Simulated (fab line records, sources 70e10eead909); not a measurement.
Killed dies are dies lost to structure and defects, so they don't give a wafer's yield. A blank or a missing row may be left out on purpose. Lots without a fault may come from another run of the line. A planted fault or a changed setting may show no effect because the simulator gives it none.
fab line records | flow nand_harc
record lots=11 wafers=33 last_day=24
route steps=1159 shown P_ZERO_WELL@18 P_STI@85
lots that met no fault: from a run of the same line without faults
start_h: hours from the record's first day to the start of the lot's first wafer shown | wait_h: hours since the lot's step before | " the same as in the row above | L1.1+2: a row that stands for several wafers | - no value, or no start given | * or withheld: withheld | < > ~ a bound
route shown NAME@n: a module of which the file shows steps, and the number in the route of the first | usual: mean/standard deviation of fault-free wafers | same: alike in all rows | chamber/n: place in a boat | sites: the reading at each site | _std_site: their standard deviation | _edge_site: outer sites' mean less inner sites' | radius_mm: how far each site lies from the wafer's centre | mask NAME#n: copy n | behind: the tool/chamber that last shaped the wafer | hold: why the lot was held/for how many hours/how that ended | device: the transistor (n, p or np) that didn't switch | end of line: the same wafers' tests at the end of the route | a step without rows: its recipe alone | killed: dies lost to structure and defects at the first sort, not the wafer's yield | map: a wafer's dies, x killed, . not, _ none there
set.NAME: the setting as run; set.NAME@STEP: as run at that earlier step | model.NAME: the simulator's own value behind a step, which no gauge read
steps of the route over a sample of lots; a table a step, a row a wafer
services: from which hour (start_h, from the record's first day; less than 0 if before it) a tool's chamber was out of use, for how many hours, and why
## steps
# step NHARC_P_ZERO_WELL_ETCH_62
# recipe target_depth_a=130 time_s=6.5 chf3_flow_sccm=50 ar_flow_sccm=200 rf_w=500 bias_w=200 chemistry=CHF3/Ar
# usual drypump_motor_current_A=5.8/0.56 oes_product_au=0.958/0.018 rf_vpp_V=369.5/2 showerhead_plenum_p_Torr=2.30/0.075 throttle_valve_pct=20.217/0.0097
# columns lot.wafer tool chamber start_h wait_h drypump_motor_current_A oes_product_au rf_hours_counter_h rf_vpp_V showerhead_plenum_p_Torr throttle_valve_pct
L737.1 rie_diel-05 0 - - 6.4 0.975 1 367.4 2.24 20.219
L737.3 " 2 " " 6.5 0.963 1 368.8 2.31 20.217
L737.5 " 3 " " 6.1 0.980 - 371.8 2.43 20.225
L738.2 rie_diel-04 3 - - 6.2 0.942 6 367.6 2.23 20.215
L738.3 " 1 " " 6.4 0.930 6 369.0 2.25 20.204
L738.6 " 3 " " 6.2 0.937 - 367.3 2.23 20.203
L739.2 rie_diel-02 0 - - 5.6 0.965 3 370.8 2.35 20.221
L739.1 " 3 " " 5.2 0.966 2 367.9 2.23 20.226
L739.5 " 0 " " 5.6 0.955 - 371.2 2.35 20.216
L740.3 rie_diel-05 2 - - 6.5 0.965 2 370.7 2.31 20.226
L740.4 " 0 " " 6.3 0.967 2 367.4 2.24 20.224
L740.5 " 1 " " 5.1 0.962 - 369.1 2.24 20.219
L746.4 rie_diel-04 1 - - 6.4 0.922 8 369.6 2.25 20.219
L746.3 " 2 " " 5.0 0.927 8 368.9 2.27 20.223
L746.6 " 1 " " 6.4 0.912 - 369.1 2.25 20.211
L747.3 rie_diel-02 0 - - 5.6 0.966 6 370.2 2.35 20.218
L747.2 " 2 " " 5.4 0.955 5 373.2 2.44 20.212
L747.6 " 2 " " 5.5 0.959 - 372.8 2.44 20.206
L749.2 rie_diel-02 0 - - 5.6 0.972 7 371.9 2.35 20.215
L749.4 " 2 " " 5.4 0.944 6 372.1 2.44 20.218
L749.5 " 3 " " 5.1 0.963 - 368.4 2.23 20.198
L753.2 rie_diel-04 0 - - 5.1 0.967 12 371.9 2.39 20.226
L753.1 " 1 " " 6.4 0.980 14 368.5 2.25 20.232
L753.4 " 2 " " 5.0 0.987 13 369.1 2.27 20.229
L754.3 rie_diel-02 3 - - 5.1 0.968 8 366.8 2.23 20.207
L754.1 " 1 " " 5.6 0.968 9 368.8 2.26 20.200
L754.5 " 3 " " 5.1 0.970 - 367.3 2.23 20.202
L758.2 rie_diel-05 0 - - 6.3 0.963 9 369.0 2.23 20.204
L758.4 " 1 " " 5.1 0.956 10 367.9 2.23 20.207
L758.5 " 2 " " 6.5 0.990 - 369.7 2.31 20.214
L760.3 rie_diel-04 1 - - 6.4 0.936 2 368.0 2.25 20.230
L760.2 " 2 " " 5.0 0.944 2 369.8 2.27 20.227
L760.1 " 3 " " 6.2 0.937 2 367.6 2.22 20.229
# step NHARC_P_ZERO_WELL_DESCUM_26
# recipe time_s=3 o2_flow_sccm=200 ar_flow_sccm=0 bias_power_w=0 chemistry=O2
# usual drypump_motor_current_A=5.7/0.52 oes_product_au=0.999/0.0074 rf_vpp_V=57.6/0.97 showerhead_plenum_p_Torr=1.88/0.064 throttle_valve_pct=11.311/0.0096
# columns lot.wafer tool chamber start_h wait_h drypump_motor_current_A oes_product_au rf_hours_counter_h rf_vpp_V showerhead_plenum_p_Torr throttle_valve_pct
L737.1 rie_diel-02 3 14.75 - 5.1 0.995 2 56.1 1.81 11.305
L737.3 " 0 " " 5.6 1.012 2 56.3 1.92 11.325
L737.5 " 3 " " 5.1 1.000 - 57.6 1.81 11.308
L738.2 rie_diel-05 0 20.65 - 6.4 0.992 1 55.8 1.82 11.321
L738.3 " 1 " " 5.1 0.995 1 57.3 1.82 11.304
L738.6 " 0 " " 6.4 0.991 - 57.8 1.82 11.315
L739.2 rie_diel-02 3 26.55 - 5.1 1.011 2 56.7 1.81 11.322
L739.1 " 0 " " 5.6 1.004 3 58.2 1.92 11.324
L739.5 " 3 " " 5.1 1.013 - 58.3 1.81 11.296
L740.4 rie_diel-02 3 32.75 - 5.1 1.005 3 56.8 1.81 11.293
L740.3 " 0 " " 5.6 0.992 4 59.1 1.92 11.318
L740.5 " 0 " " 5.6 0.997 - 58.2 1.92 11.305
L746.3 rie_diel-04 3 68.68 - 6.2 1.013 8 55.7 1.81 11.323
L746.4 " 1 " " 6.4 0.993 8 56.1 1.83 11.308
L746.6 " 2 " " 5.0 1.002 - 57.0 1.85 11.295
L747.2 rie_diel-05 1 74.65 - 5.1 0.998 6 57.5 1.82 11.304
L747.3 " 3 " " 6.1 1.002 5 58.7 1.98 11.294
L747.6 " 1 " " 5.1 0.999 - 58.1 1.82 11.330
L749.2 rie_diel-05 0 86.93 - 6.4 0.994 5 55.8 1.82 11.316
L749.4 " 2 " " 6.5 1.011 6 58.4 1.88 11.310
L749.5 " 3 " " 6.1 0.992 - 57.5 1.98 11.316
L753.1 rie_diel-02 3 110.54 - 5.1 0.996 8 57.3 1.81 11.284
L753.4 " 0 " " 5.6 0.998 10 59.8 1.92 11.310
L753.2 " 1 " " 5.6 0.988 9 56.2 1.84 11.301
L754.3 rie_diel-05 0 116.76 - 6.3 0.994 8 57.6 1.82 11.317
L754.1 " 1 " " 5.1 0.990 9 57.6 1.82 11.312
L754.5 " 3 " " 6.1 0.996 - 58.6 1.98 11.319
L758.2 rie_diel-05 1 140.75 - 5.1 0.999 10 57.7 1.82 11.318
L758.4 " 3 " " 6.1 1.016 9 57.8 1.98 11.305
L758.5 " 1 " " 5.1 1.002 - 56.2 1.82 11.292
L760.3 rie_diel-04 3 152.69 - 6.2 0.989 2 57.8 1.81 11.310
L760.1 " 1 " " 6.4 1.000 2 57.4 1.83 11.309
L760.2 " 2 " " 5.0 0.998 2 58.9 1.85 11.309
# step NHARC_P_STI_INSPECT_11
# usual raw_defect_count=5.8/2.6
# columns lot.wafer tool chamber start_h wait_h raw_defect_count
L737.1 defect_inspect-01 - 37.13 0.0 3
L737.3 " - " " 9
L737.5 " - " " 6
L739.1 defect_inspect-01 - 44.37 0.0 6
L739.2 " - " " 5
L739.5 " - " " 2
L738.2 defect_inspect-01 - 44.53 0.0 4
L738.3 " - " " 9
L738.6 " - " " 3
L740.3 defect_inspect-01 - 53.11 0.0 8
L740.4 " - " " 7
L740.5 " - " " 3
L746.3 defect_inspect-01 - 89.01 0.0 7
L746.4 " - " " 11
L746.6 " - " " 5
L747.2 defect_inspect-02 - 96.09 0.0 5
L747.3 " - " " 7
L747.6 " - " " 9
L749.2 defect_inspect-01 - 108.38 0.0 1
L749.4 " - " " 4
L749.5 " - " " 6
L753.1 defect_inspect-01 - 133.23 0.0 3
L753.2 " - " " 13
L753.4 " - " " 11
L754.1 defect_inspect-02 - 140.22 0.0 7
L754.3 " - " " 8
L754.5 " - " " 5
L758.2 defect_inspect-02 - 161.91 0.0 8
L758.4 " - " " 5
L758.5 " - " " 5
L760.1 defect_inspect-01 - 170.04 0.0 3
L760.2 " - " " 3
L760.3 " - " " 5
# step NHARC_P_STI_ETCH_15
# recipe target_depth_a=3000 taper_deg=4 time_s=100.1 hbr_flow_sccm=150 cl2_flow_sccm=50 rf_w=400 icp_w=400 bias_w=100 chemistry=HBr/Cl2
# usual drypump_motor_current_A=5.8/0.3 mfc_cl2_sccm=50.00/0.15 oes_product_au=0.999/0.0084 throttle_valve_pct=26.405/0.0092
# columns lot.wafer tool chamber start_h wait_h drypump_motor_current_A mfc_cl2_sccm oes_product_au rf_hours_counter_h throttle_valve_pct
L737.3 rie_si-03 3 37.54 - 5.7 49.87 0.992 0.3 26.418
L737.1 " 2 " " 6.2 49.97 0.991 0.3 26.404
L737.5 " 2 " " 6.2 49.95 1.003 - 26.423
L739.2 rie_si-02 3 44.78 - 5.3 49.93 0.983 0.0 26.399
L739.1 " 2 " " 5.8 50.07 1.005 0.0 26.417
L739.5 " 2 " " 5.8 49.92 1.006 - 26.415
L738.2 rie_si-05 2 44.99 - 5.3 49.96 0.993 1.1 26.406
L738.3 " 3 " " 5.5 49.93 0.983 1.0 26.414
L738.6 " 1 " " 6.0 49.83 1.013 - 26.391
L740.4 rie_si-02 0 53.52 - 5.9 49.91 1.008 0.1 26.414
L740.3 " 3 " " 5.3 50.01 0.984 0.1 26.423
L740.5 " 0 " " 5.9 49.81 1.010 - 26.416
L746.4 rie_si-05 0 89.42 - 5.8 50.32 1.014 0.1 26.411
L746.3 " 3 " " 5.5 49.90 0.999 0.0 26.412
L746.6 " 0 " " 5.8 49.98 1.012 - 26.409
L747.3 rie_si-03 2 96.52 - 6.2 49.67 1.001 0.8 26.397
L747.2 " 3 " " 5.7 50.07 0.992 0.9 26.392
L747.6 " 1 " " 6.4 50.03 1.002 - 26.387
L749.4 rie_si-02 3 108.82 - 5.3 49.95 0.982 0.5 26.417
L749.2 " 0 " " 5.9 49.79 0.890 0.5 26.399
L749.5 " 1 " " 6.0 50.19 0.997 - 26.415
L753.1 rie_si-05 2 133.64 - 5.3 50.07 1.004 0.3 26.406
L753.4 " 3 " " 5.4 49.85 1.009 0.4 26.404
L753.2 " 0 " " 5.8 49.95 1.004 0.5 26.421
L754.1 rie_si-03 0 140.64 - 6.0 50.00 0.999 1.1 26.417
L754.3 " 2 " " 6.2 50.08 0.987 1.1 26.401
L754.5 " 3 " " 5.7 49.94 0.984 - 26.402
L758.4 rie_si-02 2 162.32 - 5.8 50.05 0.994 0.9 26.416
L758.2 " 3 " " 5.3 50.15 0.990 0.9 26.399
L758.5 " 2 " " 5.8 49.82 1.000 - 26.393
L760.3 rie_si-02 2 170.45 - 5.8 50.24 1.007 0.9 26.415
L760.2 " 3 " " 5.3 49.90 0.988 1.0 26.396
L760.1 " 0 " " 5.9 50.29 1.008 1.0 26.411
# step NHARC_P_STI_OCD_MEAS_17
# usual trench_depth_nm=300/3.6 trench_foot_cd_nm=158.0/1.7
# columns lot.wafer tool chamber start_h wait_h trench_depth_nm trench_foot_cd_nm
L737.1 ocd-01 - 37.81 0.1 300 155.2
L737.3 " - " " 300 158.6
L737.5 " - " " 301 156.7
L739.1 ocd-01 - 45.06 0.1 302 158.5
L739.2 " - " " 291 159.3
L739.5 " - " " 305 160.3
L738.2 ocd-02 - 45.21 0.1 298 159.4
L738.3 " - " " 295 159.1
L738.6 " - " " 305 158.9
L740.3 ocd-02 - 53.78 0.1 292 158.4
L740.4 " - " " 303 157.5
L740.5 " - " " 303 156.8
L746.3 ocd-01 - 89.67 0.1 302 158.5
L746.4 " - " " 303 159.5
L746.6 " - " " 302 159.2
L747.2 ocd-02 - 96.75 0.1 298 158.9
L747.3 " - " " 298 156.7
L747.6 " - " " 305 157.3
L749.2 ocd-02 - 109.04 0.1 248 164.9
L749.4 " - " " 292 159.7
L749.5 " - " " 299 158.0
L753.1 ocd-01 - 133.89 0.1 300 157.9
L753.2 " - " " 298 156.4
L753.4 " - " " 304 157.8
L754.1 ocd-01 - 140.89 0.1 301 158.2
L754.3 " - " " 294 158.4
L754.5 " - " " 294 157.8
L758.2 ocd-01 - 162.58 0.1 295 161.7
L758.4 " - " " 304 163.0
L758.5 " - " " 302 161.5
L760.1 ocd-01 - 170.70 0.1 303 156.3
L760.2 " - " " 295 156.4
L760.3 " - " " 305 154.7
## services
# columns tool chamber start_h hours kind
rie_diel-02 - -8.33 0.3 repair
rie_si-05 - -7.93 0.3 repair
rie_si-05 3 17.09 8.7 repair
rie_si-03 1 33.03 4.9 repair
rie_si-02 - 34.00 9.0 pm
rie_si-02 0 43.50 3.6 repair
rie_diel-05 1 55.21 2.1 repair
rie_diel-02 3 56.36 7.0 repair
rie_diel-02 2 58.55 5.0 repair
rie_si-03 0 59.94 1.0 repair
rie_diel-02 1 62.16 15.9 repair
rie_diel-05 0 63.90 2.3 repair
rie_si-02 2 66.19 20.1 repair
rie_diel-02 2 76.34 3.9 repair
rie_si-02 3 79.11 3.8 repair
rie_si-02 0 80.57 2.1 repair
rie_diel-04 0 100.32 3.8 repair
rie_diel-04 - 112.25 9.0 pm
rie_diel-02 3 125.14 5.6 repair
rie_diel-05 0 131.24 4.3 repair
rie_diel-04 0 136.29 22.1 repair
rie_diel-02 - 150.70 9.0 pm
rie_diel-05 - 163.60 9.0 pm
rie_diel-04 2 168.41 2.5 repair
## key
first_sign step=NHARC_P_STI_ETCH_15 reading=oes_product_au direction=down sigmas=13 usual=0.999 struck=0.890
effect step=NHARC_P_STI_OCD_MEAS_17 reading=trench_depth_nm direction=down sigmas=14 usual=300 struck=248
met_at NHARC_P_STI_ETCH_15
struck_lots L749
struck_wafers L749.2
tester_left_out L749
not_acting_at NHARC_P_ZERO_WELL_ETCH_62,NHARC_P_ZERO_WELL_DESCUM_26,NHARC_P_STI_INSPECT_11
onset_between 53.52 108.82
fault kind=process_parameter_drift tool=rie_si-02 chamber=0 onset_h=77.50 steps=NHARC_P_STI_ETCH_15 channel=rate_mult offset=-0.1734 shape=step end_h=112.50
# tester_left_out: of these lots the tester's yield and bins aren't shown, on N5 and GAA mostly nor the transistor test; their killed dies are dies lost to structure and defects alone, not to doping, threshold or leakage, so they don't give the yield
